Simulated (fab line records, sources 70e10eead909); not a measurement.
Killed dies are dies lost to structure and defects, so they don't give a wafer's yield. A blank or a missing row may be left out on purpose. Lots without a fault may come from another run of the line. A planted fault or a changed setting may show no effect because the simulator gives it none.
Chamber matching | flow nand_harc | NHARC_A_STAIRCASE_DEP_322 on pecvd-04: 3 sister chambers
The step deposits SiO2, target thk 3800 nm. 6 wafers are shown with their chamber, then 7 later ones without.

WAFERS WITH THEIR CHAMBER
wafer  | chamber | heater_power_w (W) | mfc_precursor_sccm (sccm)
L789.5 | 2       | 510                | 199.1
L789.6 | 1       | 665                | 199.8
L790.4 | 0       | 542                | 200.1
L790.5 | 2       | 519                | 199.4
L794.3 | 0       | 549                | 200.4
L794.5 | 1       | 660                | 200.1

WAFERS WITHOUT THEIR CHAMBER
wafer  | heater_power_w (W) | mfc_precursor_sccm (sccm)
L794.6 | 547                | 199.9
L805.2 | 641                | 199.6
L805.5 | 520                | 200.4
L805.6 | 643                | 200.4
L806.3 | 585                | 199.1
L806.4 | 529                | 199.4
L806.5 | 642                | 199.9

WHICH CHAMBER EACH WENT THROUGH
wafer  | from the rows above     | in truth
L794.6 | 0                       | 0
L805.2 | 1                       | 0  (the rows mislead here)
L805.5 | can't be placed: 0 or 2 | 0
L805.6 | 1                       | 1
L806.3 | 0                       | 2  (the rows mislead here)
L806.4 | 2                       | 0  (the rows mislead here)
L806.5 | 1                       | 1
Placed correctly: 3 of 7. Can't be placed from these rows: 1 (the true chamber is among the candidates in 1). Placed wrongly: 3.
How it was worked out, from the rows above alone: a wafer's distance from a chamber is the root of the sum, over the readings, of the square of ((its reading less the chamber's mean) divided by the reading's scatter). The wafer belongs to the nearest chamber; if the next one is less than 2 further off, it can't be placed. A chamber's mean is the mean of its shown wafers. The scatter: the root of (the sum of the squares of (reading less its chamber's mean) over the shown wafers, divided by (wafers less chambers)).
